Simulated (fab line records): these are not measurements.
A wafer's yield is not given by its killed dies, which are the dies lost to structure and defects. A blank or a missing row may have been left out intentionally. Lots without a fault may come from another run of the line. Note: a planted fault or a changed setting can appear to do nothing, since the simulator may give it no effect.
Struck lot and sound lot, side by side | flow n5_finfet | 40 out of 1938 route steps
Sound: these wafers, L454.1, L454.2, L454.6. Struck: wafer L464.1 (L464.4, L464.5, from the same lot, were not struck and are left out); the cause is given at the end.
Order at every step that has rows: each side's tool, ch and its chambers, its first start. Under that, the readings that differ: sound wafers | struck wafers | difference of the means | sigmas: that difference in standard deviations of wafers without a fault.
alike: readings whose means differ by less than 2 such deviations, and words and numbers that are the same on both sides. not compared: withheld readings, readings that some wafer has no value for, bounds like >300 that may hide the same value, and numbers for which the record gives no deviation and whose values overlap.
Wherever a step has rows on one side only, a row that says differs or no value, or a row with sigmas, the two part there. Non-overlapping numbers with no deviation appear without sigmas and do not part them. A reading that every wafer of one side lacks parts them only if that side has two wafers or more.

N5_HKMG_FIN_ALD_91: deposits TiN, target thk 1 nm, pulse time 1 s, purge time 3 s.
  sound on ald_metal-01 ch 0,1,3, day 4 15:14; struck on ald_metal-04 ch 3, day 7 06:41
  reading            | sound       | struck | difference | sigmas
  heater_power_w (W) | 972 850 969 | 758    | -172       | -2
  alike: precursor_pulse_height_rel
then, 1 step without rows for these wafers: N5_HKMG_FIN_COAT_85 (time 60 s, resist thk 300 nm).
N5_HKMG_FIN_ETCH_86: etches SOC in N2/H2, stops on TiN, target depth 393.2 nm.
  sound on rie_diel-06 ch 1,2, day 4 15:36; struck on rie_diel-06 ch 2, day 7 07:01
  alike: chamber_pressure_mTorr, drypump_motor_current_A, oes_product_au, rf_vpp_V, showerhead_plenum_p_Torr, throttle_valve_pct
  not compared: rf_hours_counter_h
then, 3 steps without rows for these wafers: N5_HKMG_FIN_STRIP_89 (strips SOC in N2/H2, time 20 s); N5_HKMG_FIN_WET_ETCH_87 (etches TiN in SC1, time 154.2 s, target depth 4.7 nm, rinse time 30 s); N5_HKMG_FIN_STRIP_88 (strips in N2/H2, time 360 s).
N5_HKMG_FIN_NWFM_ALD_20: deposits TiAlC, target thk 2 nm, pulse time 3 s, purge time 2 s.
  sound on ald_metal-04 ch 1,2, day 4 16:14; struck on ald_metal-01 ch 2, day 7 07:39
  alike: heater_power_w, precursor_pulse_height_rel
then, 5 steps without rows for these wafers: N5_HKMG_FIN_ALD_71 (deposits TiN, target thk 1 nm, pulse time 1 s, purge time 3 s); N5_HKMG_FIN_COAT_66 (time 60 s, resist thk 300 nm); N5_HKMG_FIN_ETCH_67 (etches SOC in N2/H2, stops on TiN, target depth 388.9 nm); N5_HKMG_FIN_STRIP_90 (strips SOC in N2/H2, time 20 s); N5_HKMG_FIN_WET_ETCH_73 (etches the open film in SC1, time 42.3 s, target depth 1.3 nm, rinse time 30 s).
N5_HKMG_FIN_ETCHBACK_68: etches the open film in Cl2/Ar, stops on HfO2, target depth 0.5 nm.
  sound on rie_metal-02 ch 0,1, day 4 16:56; struck on rie_metal-03 ch 0, day 7 08:19
  alike: chamber_pressure_mTorr, drypump_motor_current_A, oes_product_au, throttle_valve_pct
  not compared: rf_hours_counter_h
N5_HKMG_FIN_STRIP_69: strips in N2/H2, time 360 s.
  sound on plasma_asher-02 ch 0,1, day 4 17:05; struck on plasma_asher-01 ch 0, day 7 08:27
  reading            | sound       | struck | difference | sigmas
  heater_power_w (W) | 457 442 457 | 384    | -68        | -3
  alike: drypump_motor_current_A
  not compared: rf_hours_counter_h
then, 5 steps without rows for these wafers: N5_HKMG_FIN_ALD_21 (deposits TiN, target thk 1.5 nm, pulse time 1 s, purge time 3 s); N5_HKMG_FIN_ALD_72 (deposits W, target thk 2 nm, pulse time 1 s, purge time 2 s); N5_HKMG_FIN_W_FILL_22 (material W, target thk 60 nm, time 18.2 s); N5_HKMG_FIN_PRECLEAN_83 (cleans in DIW, time 57.5 s); N5_HKMG_FIN_SRD_84 (dry time 32 s).
N5_HKMG_FIN_CMP_23: polishes, stops on SiNx, t overpolish 10 s, target thk 46.326 nm.
  sound on cmp-04 ch 0,1,2, day 4 18:05; struck on cmp-03 ch 3, day 7 09:31
  alike: motor_current_A, overpolish_run_s, time_to_endpoint_s
  not compared: pad_life_wafers
then, 19 steps without rows for these wafers: N5_HKMG_FIN_CMP_94 (polishes, stops on SiNx, t overpolish 4.7 s, target thk 43.299 nm); N5_GATE_CUT_ETCHBACK_00 (etches W in SF6/Cl2); N5_GATE_CUT_ETCH_56 (etches TiN in Cl2/Ar, target depth 21.6 nm); N5_GATE_CUT_ETCHBACK_30 (etches TiN in Cl2/Ar, target depth 3 nm); N5_GATE_CUT_VAPOR_ETCH_60 (etches HfO2 in BCl3/Cl2); N5_GATE_CUT_ETCH_58 (etches SiNx in CH3F/O2, target depth 17 nm, time 128.6 s); N5_GATE_CUT_STRIP_59 (strips in N2/H2, time 20 s); N5_GATE_CUT_PRECLEAN_31 (cleans in DIW, time 300 s); N5_GATE_CUT_SRD_32 (time 30 s); N5_GATE_CUT_SAC_CAP_01 (material SiNx, target thk 24 nm, pulse time 1 s, ald cycles 480); N5_GATE_CUT_PECVD_57 (deposits SiNx from SiH4/NH3/N2, target thk 21 nm); N5_GATE_CUT_CMP_02 (polishes, stops on SiO2, t overpolish 12.7 s, target thk 0 nm); N5_GATE_CUT_HM_DEP_46 (deposits SiO2 from TEOS/O2, target thk 130 nm, time 26.6 s); N5_GATE_CUT_COAT_34 (time 60 s, resist thk 60 nm); N5_GATE_CUT_COAT_35 (time 60 s, resist thk 10 nm); N5_GATE_CUT_COAT_27 (time 60 s, resist thk 10 nm); N5_GATE_CUT_COAT_07 (resist thk 30 nm); N5_GATE_CUT_EBR_09; N5_GATE_CUT_SOFTBAKE_08 (time 60 s).
-- here the record skips 8 days between the struck wafers' starts before and after, leaving off in module GATE_CUT and picking up in module PASSIVATION (first step shown: number 1936 of the route) --
N5_PASSIVATION_PROBE_49:
  sound on prober-02 at day 12 15:39; struck on prober-01 at day 15 06:58
  reading                  | sound          | struck | difference | sigmas
  defect_limited_yield (%) | 92.5 91.4 90.0 | 84.2   | -7.1       | -5
  killed_at_front_end      | 33 37 29       | 129    | +96        | +9
  killed_dies              | 89 102 118     | 187    | +84        | +5
  sort_bin_5_function (%)  | 5.2 5.2 6.6    | 11.1   | +5.4       | +5
  sort_n_pass              | 1091 1078 1062 | 993    | -84        | -5
  sort_yield_pct (%)       | 92.5 91.4 90.0 | 84.2   | -7.1       | -5
  alike: killed_at_M0_to_M3, killed_at_M4_up, killed_at_contacts, killed_at_other, killed_open, killed_short, sort_bin_6_memory

WHERE THEY PART
Earliest at N5_HKMG_FIN_ALD_91; latest, in this record, at N5_PASSIVATION_PROBE_49.

WHY: what had been put in by the simulator
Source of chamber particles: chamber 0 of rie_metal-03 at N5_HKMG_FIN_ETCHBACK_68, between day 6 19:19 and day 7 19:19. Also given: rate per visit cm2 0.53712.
